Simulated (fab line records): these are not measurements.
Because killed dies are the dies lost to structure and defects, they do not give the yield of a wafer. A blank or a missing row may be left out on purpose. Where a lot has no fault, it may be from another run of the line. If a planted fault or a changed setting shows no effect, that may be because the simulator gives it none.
Which tool is to blame? | flow nand harc | 13 lots, 39 wafers sampled, at 5 steps of a route of 1302

== WHAT THE GAUGES READ, wafer by wafer ==
NHARC_END_SORT_01. Usual: defect limited yield 91 % (standard deviation 3.1); killed at array 57 (standard deviation 20); killed at other 1.0 (standard deviation 1.5); killed at periphery 3.5 (standard deviation 2.5); killed dies 62 (standard deviation 21); killed open 3.5 (standard deviation 1.9); killed short 2.4 (standard deviation 1.6).
lot  | measured     | on        | defect limited yield (%) | killed at array | killed at other | killed at periphery | killed dies | killed open | killed short | flag
L947 | day 27 21:34 | prober-01 | 79 82 82                 | 64 87 71        | 0 0 5           | 80 37 48            | 144 124 124 | 4 2 4       | 1 4 0        | OFF
L948 | day 28 14:28 | prober-02 | 77 76 81                 | 67 90 75        | 3 4 6           | 88 70 47            | 158 164 128 | 2 1 1       | 3 3 1        | OFF
L953 | day 30 10:13 | prober-02 | 91 89 89                 | 59 71 74        | 1 1 0           | 3 4 1               | 63 76 75    | 3 5 8       | 1 3 0        |

== WHICH TOOL RAN EACH LOT (tool, then ch and the chambers of the sampled wafers, then the start) ==
lot  | NHARC_P_M2_PVD_20            | NHARC_THIN_TSV_ETCH_44             | NHARC_THIN_TSV_ANNEAL_52         | NHARC_THIN_TSV_ETCH_36
L939 | pvd sputter-02, day 6 09:01  | rie diel-09 ch 1,2,3, day 23 18:07 | rtp anneal-01 ch 0, day 23 21:50 | rie metal-01 ch 0,1, day 24 00:14
L941 | pvd sputter-01, day 7 04:01  | rie diel-11 ch 1,2,3, day 24 09:02 | rtp anneal-01 ch 0, day 24 12:56 | rie metal-03 ch 0,1, day 24 15:22
L943 | pvd sputter-02, day 8 01:05  | rie diel-09 ch 1,2,3, day 25 14:29 | rtp anneal-01 ch 0, day 25 18:07 | rie metal-03 ch 0,1, day 25 20:32
L945 | pvd sputter-01, day 8 20:08  | rie diel-11 ch 1,3, day 26 22:38   | rtp anneal-01 ch 0, day 27 02:46 | rie metal-03 ch 0,1, day 27 05:13
L946 | pvd sputter-01, day 9 14:05  | rie diel-03 ch 1,3, day 27 04:22   | rtp anneal-02 ch 0, day 27 08:07 | rie metal-03 ch 0,1, day 27 10:37
L947 | pvd sputter-01, day 9 17:47  | rie diel-11 ch 1,2,3, day 27 03:14 | rtp anneal-02 ch 0, day 27 07:12 | rie metal-01 ch 0,1, day 27 09:41
L948 | pvd sputter-01, day 10 08:59 | rie diel-11 ch 0,3, day 27 23:44   | rtp anneal-02 ch 0, day 28 03:27 | rie metal-02 ch 0,1, day 28 05:50
L949 | pvd sputter-03, day 10 19:13 | rie diel-11 ch 1,2,3, day 28 04:35 | rtp anneal-01 ch 0, day 28 08:11 | rie metal-02 ch 0,1, day 28 10:34
L951 | pvd sputter-02, day 11 09:02 | rie diel-11 ch 0,1,2, day 28 15:38 | rtp anneal-01 ch 0, day 28 19:20 | rie metal-02 ch 0,1, day 28 21:50
L953 | pvd sputter-03, day 12 14:44 | rie diel-03 ch 1,2,3, day 29 17:05 | rtp anneal-01 ch 0, day 29 20:50 | rie metal-03 ch 0,1, day 29 23:11
L957 | pvd sputter-03, day 14 07:43 | rie diel-11 ch 0,2,3, day 32 03:45 | rtp anneal-01 ch 0, day 32 07:56 | rie metal-02 ch 0,1, day 32 10:27
L958 | pvd sputter-03, day 14 13:55 | rie diel-03 ch 0,1,3, day 32 06:14 | rtp anneal-01 ch 0, day 32 09:53 | rie metal-02 ch 0,1, day 32 12:23
L960 | pvd sputter-02, day 15 01:44 | rie diel-09 ch 0,3, day 32 19:28   | rtp anneal-01 ch 0, day 32 23:10 | rie metal-03 ch 0,1, day 33 01:37
- NHARC_P_M2_PVD_20: deposits TaN, target thk 5 nm, time 8.06 s.
- NHARC_THIN_TSV_ETCH_44: etches the open film in CF4/O2, target depth 1594.2 nm, time 797.1 s.
- NHARC_THIN_TSV_ANNEAL_52: time 90 s.
- NHARC_THIN_TSV_ETCH_36: etches the open film in Cl2/BCl3, target depth 65 nm, time 18.571 s.

== AS READ BY THE TOOLS THEMSELVES (means over the sampled wafers that have a number; for cases with no such wafer, the mark the record gives instead) ==
NHARC_P_M2_PVD_20. Usual: 29.8 % for throttle valve pct, sd 1.1.
lot  | tool           | throttle valve pct (%) | flag
L939 | pvd sputter-02 | 29.4                   |
L941 | pvd sputter-01 | 29.0                   |
L943 | pvd sputter-02 | 29.2                   |
L945 | pvd sputter-01 | 29.0                   |
L946 | pvd sputter-01 | 30.4                   |
L947 | pvd sputter-01 | 30.0                   |
L948 | pvd sputter-01 | 30.3                   |
L949 | pvd sputter-03 | 29.7                   |
L951 | pvd sputter-02 | 30.2                   |
L953 | pvd sputter-03 | 29.4                   |
L957 | pvd sputter-03 | 29.9                   |
L958 | pvd sputter-03 | 29.4                   |
L960 | pvd sputter-02 | 30.5                   |

NHARC_THIN_TSV_ETCH_44. Usual: drypump motor current A 5.7 A, standard deviation 0.3; oes product au 0.999 a.u., standard deviation 0.0087; rf vpp V 794 V, standard deviation 4.5; showerhead plenum p Torr 1.82 Torr, standard deviation 0.07; throttle valve pct 16.914 %, standard deviation 0.0091.
lot  | tool        | drypump motor current A (A) | oes product au (a.u.) | rf vpp V (V) | showerhead plenum p Torr (Torr) | throttle valve pct (%) | flag
L939 | rie diel-09 | 5.8                         | 0.996                 | 794          | 1.81                            | 16.904                 |
L941 | rie diel-11 | 5.6                         | 1.000                 | 793          | 1.82                            | 16.925                 |
L943 | rie diel-09 | 5.8                         | 0.998                 | 793          | 1.81                            | 16.903                 |
L945 | rie diel-11 | 5.7                         | 1.007                 | 796          | 1.86                            | 16.910                 |
L946 | rie diel-03 | 5.8                         | 0.993                 | 791          | 1.78                            | 16.905                 |
L947 | rie diel-11 | 5.6                         | 1.002                 | 794          | 1.82                            | 16.914                 |
L948 | rie diel-11 | 5.9                         | 0.994                 | 789          | 1.75                            | 16.919                 |
L949 | rie diel-11 | 5.6                         | 0.996                 | 793          | 1.82                            | 16.916                 |
L951 | rie diel-11 | 5.5                         | 0.997                 | 795          | 1.84                            | 16.909                 |
L953 | rie diel-03 | 5.9                         | 0.997                 | 793          | 1.82                            | 16.914                 |
L957 | rie diel-11 | 5.7                         | 0.996                 | 791          | 1.77                            | 16.912                 |
L958 | rie diel-03 | 5.5                         | 0.994                 | 794          | 1.84                            | 16.906                 |
L960 | rie diel-09 | 5.7                         | 0.993                 | 797          | 1.88                            | 16.910                 |

NHARC_THIN_TSV_ANNEAL_52. Usual: 225.9 for wafer_temp_C_max, sd 0.32.
lot  | tool          | wafer_temp_C_max | flag
L939 | rtp anneal-01 | 225.6            |
L941 | rtp anneal-01 | 225.7            |
L943 | rtp anneal-01 | 225.9            |
L945 | rtp anneal-01 | 225.6            |
L946 | rtp anneal-02 | 226.4            |
L947 | rtp anneal-02 | 226.0            |
L948 | rtp anneal-02 | 226.4            |
L949 | rtp anneal-01 | 225.8            |
L951 | rtp anneal-01 | 225.8            |
L953 | rtp anneal-01 | 225.6            |
L957 | rtp anneal-01 | 225.4            |
L958 | rtp anneal-01 | 225.9            |
L960 | rtp anneal-01 | 225.8            |

NHARC_THIN_TSV_ETCH_36. Usual: drypump motor current A 5.7 A, standard deviation 0.55; oes product au 0.999 a.u., standard deviation 0.0094.
lot  | tool         | drypump motor current A (A) | oes product au (a.u.) | flag
L939 | rie metal-01 | 6.2                         | 1.014                 |
L941 | rie metal-03 | 5.5                         | 0.993                 |
L943 | rie metal-03 | 5.5                         | 0.996                 |
L945 | rie metal-03 | 5.2                         | 0.989                 |
L946 | rie metal-03 | 5.4                         | 0.989                 |
L947 | rie metal-01 | 6.2                         | 1.003                 |
L948 | rie metal-02 | 5.5                         | 0.990                 |
L949 | rie metal-02 | 5.9                         | 0.997                 |
L951 | rie metal-02 | 5.5                         | 0.993                 |
L953 | rie metal-03 | 5.2                         | 1.002                 |
L957 | rie metal-02 | 5.9                         | 0.990                 |
L958 | rie metal-02 | 5.9                         | 0.992                 |
L960 | rie metal-03 | 5.2                         | 0.999                 |

== THE ANSWER, worked out from the rows above alone ==
Rule: a lot counts as off when the mean over its wafers that have a number is more than 3 standard deviations away from the usual mean. Also off: a lot with no number at a reading for which 4 or more lots have one. Where the step has rows for the other lots, those lots are counted as sound. First the gauges in route order, then the tools' own readings, where a lot's mean is used as printed above. The first step at which some lot is off is used, and at that step the reading that is off furthest; a lot without a number counts as furthest.
Off: L947, L948 (NHARC_END_SORT_01, killed at periphery). Neither off nor sound, because the step has no rows for them: L939, L941, L943, L945, L946, L949, L951, L957, L958, L960.
If a tool, at a process step before that reading, ran all the lots that are off and no sound lot after the first of them, it fits. Gauges at NHARC_END_SORT_01: tried the same way as those tools. Can't be told from this: 3 tools fit, pvd sputter-01 at NHARC_P_M2_PVD_20, rie diel-11 at NHARC_THIN_TSV_ETCH_44, rtp anneal-02 at NHARC_THIN_TSV_ANNEAL_52.

== WHAT HAD BEEN PUT IN BY THE SIMULATOR ==
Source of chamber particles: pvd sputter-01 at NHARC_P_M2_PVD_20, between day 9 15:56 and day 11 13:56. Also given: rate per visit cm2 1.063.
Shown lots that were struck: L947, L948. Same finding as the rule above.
